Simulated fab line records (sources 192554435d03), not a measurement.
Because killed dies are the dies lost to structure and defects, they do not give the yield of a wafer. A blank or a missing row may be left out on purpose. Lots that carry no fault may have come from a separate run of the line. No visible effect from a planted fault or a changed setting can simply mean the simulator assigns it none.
A lot that was struck, set against a sound lot :: flow n5_finfet :: 37 steps out of a route of 1938
Sound: wafers L508.1, L508.5, L508.6. Struck: wafers L504.3, L504.5, L504.6. Last of all comes the cause.
For every step that has rows: the tool of each side, followed by ch and its chambers, followed by its first start. Under that, the readings that differ: sound wafers :: struck wafers :: difference of the means :: sigmas: that difference in standard deviations of wafers without a fault.
alike: readings whose means differ by less than 2 such deviations, and words and numbers that are the same on both sides. not compared: withheld readings, readings that some wafer has no value for, bounds like >300 that may hide the same value, and numbers for which the record gives no deviation and whose values overlap.
A row with sigmas, a row that says differs or no value, or rows on one side alone: a step with any of these is where the two part. Numbers that have no deviation but don't overlap get no sigmas and don't part them. A reading that every wafer of one side lacks parts them only if that side has two wafers or more.

first, 10 steps without rows for these wafers: N5_MOL_CONTACT_COAG_SIL_ANNEAL_21 (time 60 s); N5_MOL_CONTACT_COAG_PRE_CLEAN_141 (time 60 s); N5_MOL_CONTACT_COAG_SPUTTER_143 (material Co, target thk 2.5 nm); N5_MOL_CONTACT_COAG_CO_FILL_22 (material Co, precursor CCTBA/H2, target thk 20 nm); N5_MOL_CONTACT_COAG_ANNEAL_113 (time 300 s); N5_MOL_CONTACT_COAG_PRE_CLEAN_142 (time 60 s); N5_MOL_CONTACT_COAG_SPUTTER_130 (material Co, target thk 47.5 nm); N5_MOL_CONTACT_COAG_PRECLEAN_125 (cleans in DIW, time 57.5 s); N5_MOL_CONTACT_COAG_SRD_126 (dry time 32 s); N5_MOL_CONTACT_COAG_CMP_23 (polishes, stops on SiO2, t overpolish 1.5 s, target thk 0 nm).
N5_MOL_CONTACT_COAG_WET_ETCH_26: target Co, target depth 13 nm.
  sound on wet_bench-05 ch 0,4,5, day 8 20:00; struck on wet_bench-06 ch 2,3,7, day 8 03:03
then, 25 steps without rows for these wafers: N5_MOL_CONTACT_COAG_WET_ETCH_116 (etches the open film in SC1-inhibited, target depth 4.6 nm, rinse time 30 s); N5_MOL_CONTACT_COAG_ALD_27 (deposits SiOC, target thk 17 nm, pulse time 1.5 s, time 2720 s); N5_MOL_CONTACT_COAG_CMP_28 (polishes, stops on SiNx, t overpolish 0.85 s, target thk 14.522 nm); N5_MOL_CONTACT_COAG_ALD_123 (deposits SiNx, target thk 5 nm, pulse time 1 s, purge time 2 s); N5_MOL_CONTACT_COAG_PECVD_31 (deposits SiO2 from TEOS/O2, target thk 46 nm, time 8.9 s); N5_MOL_CONTACT_COAG_COAT_75 (time 60 s, resist thk 60 nm); N5_MOL_CONTACT_COAG_COAT_76 (time 60 s, resist thk 10 nm); N5_MOL_CONTACT_COAG_COAT_77 (time 60 s, resist thk 10 nm); N5_MOL_CONTACT_COAG_COAT_78 (resist thk 40 nm); N5_MOL_CONTACT_COAG_EBR_80; N5_MOL_CONTACT_COAG_SOFTBAKE_79 (time 60 s); N5_MOL_CONTACT_COAG_EXPOSE_81 (exposes mask VG, defocus 0 nm); N5_MOL_CONTACT_COAG_PEB_82 (peb time 60 s); N5_MOL_CONTACT_COAG_DEVELOP_83 (develop time 30 s); N5_MOL_CONTACT_COAG_DESCUM_88 (chemistry O2, time 7 s); N5_MOL_CONTACT_COAG_ETCH_89 (etches underlayer in N2/H2, target depth 13 nm, time 10.4 s); N5_MOL_CONTACT_COAG_ETCH_90 (etches SiARC in CF4, target depth 13 nm, time 21.7 s); N5_MOL_CONTACT_COAG_ALD_131 (deposits SiO2, target thk 5 nm, pulse time 1 s, co reactant pulse time 1 s); N5_MOL_CONTACT_COAG_ETCHBACK_132 (etches SiO2 in CHF3, target depth 10 nm, time 6.7 s); N5_MOL_CONTACT_COAG_ETCH_91 (etches SOC in N2/H2, target depth 60 nm, overetch 21 nm, time 101.2 s); N5_MOL_CONTACT_COAG_STRIP_92 (strips in N2/H2); N5_MOL_CONTACT_COAG_STRIP_93 (strips in N2/H2); N5_MOL_CONTACT_COAG_ETCHBACK_135 (etches SiO2 in CHF3, target depth 25 nm, time 16.7 s); N5_MOL_CONTACT_COAG_STRIP_118 (strips in CHF3); N5_MOL_CONTACT_COAG_VIA_ETCH_46 (etches SiO2 in C4F6/O2, target depth 46 nm, overetch 9.2 nm, time 40 s).
-- record jumps: 8 days separate the struck wafers' starts on either side; left off in module MOL_CONTACT_COAG, taken up again in module PASSIVATION, whose first shown step is the route's number 1936 --
N5_PASSIVATION_PROBE_49:
  only the struck wafers here have rows in the record (prober-02, day 16 01:24); the sound ones have none

== WHERE THEY PART ==
At N5_PASSIVATION_PROBE_49 and nowhere else, as far as this record goes.

WHY: what the simulator had put in
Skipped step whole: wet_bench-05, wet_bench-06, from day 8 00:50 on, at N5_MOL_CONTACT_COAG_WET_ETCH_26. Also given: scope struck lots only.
